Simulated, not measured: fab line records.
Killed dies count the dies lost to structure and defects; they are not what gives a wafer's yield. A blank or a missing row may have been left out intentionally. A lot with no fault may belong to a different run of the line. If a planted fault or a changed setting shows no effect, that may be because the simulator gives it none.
Code-filled problem report in 8D (eight disciplines) form | flow n5-finfet | the parts of the form that need people (team, actions taken, sign-off) are left out

## 1. THE PROBLEM
Mean of run-length-s at N5_BEOL_M3_CO_CAP_55: 158.4 s across 4 wafers in 3 lots; on wafers with no fault it is 125.1 s (standard deviation 0.6). Measured from the usual mean, that is +55 standard deviations.
The step: material Co, precursor CCTBA/H2, target thk 2 nm, time 102.1 s.
First seen on wafer L904.4, day 10 20:18, on cvd-co-01. The record holds 31 wafers of 11 lots with a number at this step. The rule behind "out" and "out of limits": a value lying over 4 standard deviations away from the usual mean. All remaining wafers that have a number are taken as sound.

## 2. WHAT IT IS, AND WHAT IT ISN'T
question                    | is                             | is not
which readings at this step | run-length-s                   | heater-power-w
which lots                  | L904, L906, L910               | L892, L895, L897, L898, L899, L911, L913, L915
which wafers of those lots  | L904.4, L906.2, L910.2, L910.4 | L904.1, L906.1, L906.5
read on which tools         | cvd-co-01                      | cvd-co-02
when                        | from day 10 20:18              | up to then (16 sound wafers); but 11 sound wafers of L906, L911, L913, L915 came after

## 3. THE SUSPECTS, EACH WITH WHAT RULES IT OUT
Counting: a tool at a process step up to the reading stays a suspect if it ran every lot that is out. Sound lots after the first of them don't rule it out here, since some wafers of a struck lot are sound.
- cvd-co-01 at N5_BEOL_M3_CO_CAP_55 (material Co, precursor CCTBA/H2, target thk 2 nm, time 102.1 s): kept. Ran every lot that is out, first one L904 (day 10 20:18); last sound lot up to then L899 (day 9 06:24). Its own readings are out on those wafers: run-length-s.
After counting, what remains is cvd-co-01 at N5_BEOL_M3_CO_CAP_55.

## 4. THE CAUSE (what the simulator had put in)
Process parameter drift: cvd-co-01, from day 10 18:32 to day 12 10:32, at N5_BEOL_M3_CO_CAP_55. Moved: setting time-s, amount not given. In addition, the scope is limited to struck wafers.
Counting left only this tool.

## 5. THE EFFECT CHAIN, in route order
Each row: a reading where the mean over the struck wafers with a number is more than 3 standard deviations away from the usual. Only readings for which the record gives a usual standard deviation are gone through. hours: the time from each lot's start at the first step in this table that gives one to its start at this step, as a median over the lots. sigmas: the change in usual standard deviations.
hours | step                 | reading      | usual   | on struck wafers | change | sigmas
0     | N5_BEOL_M3_CO_CAP_55 | run-length-s | 125.1 s | 158.4            | +33.3  | +55
The process steps in it:
- N5_BEOL_M3_CO_CAP_55: material Co, precursor CCTBA/H2, target thk 2 nm, time 102.1 s.
Later measuring or inspecting steps at which every struck wafer that the step has a row for has a number for every such reading, and none has moved that far: N5_BEOL_M3_RS_MEAS_58, N5_BEOL_M4_RC_MEAS_101.

## 6. WHAT WOULD HAVE CAUGHT IT SOONER
In this record the first reading out of limits was taken at day 10 20:18, 2 hours after the fault began at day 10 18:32.
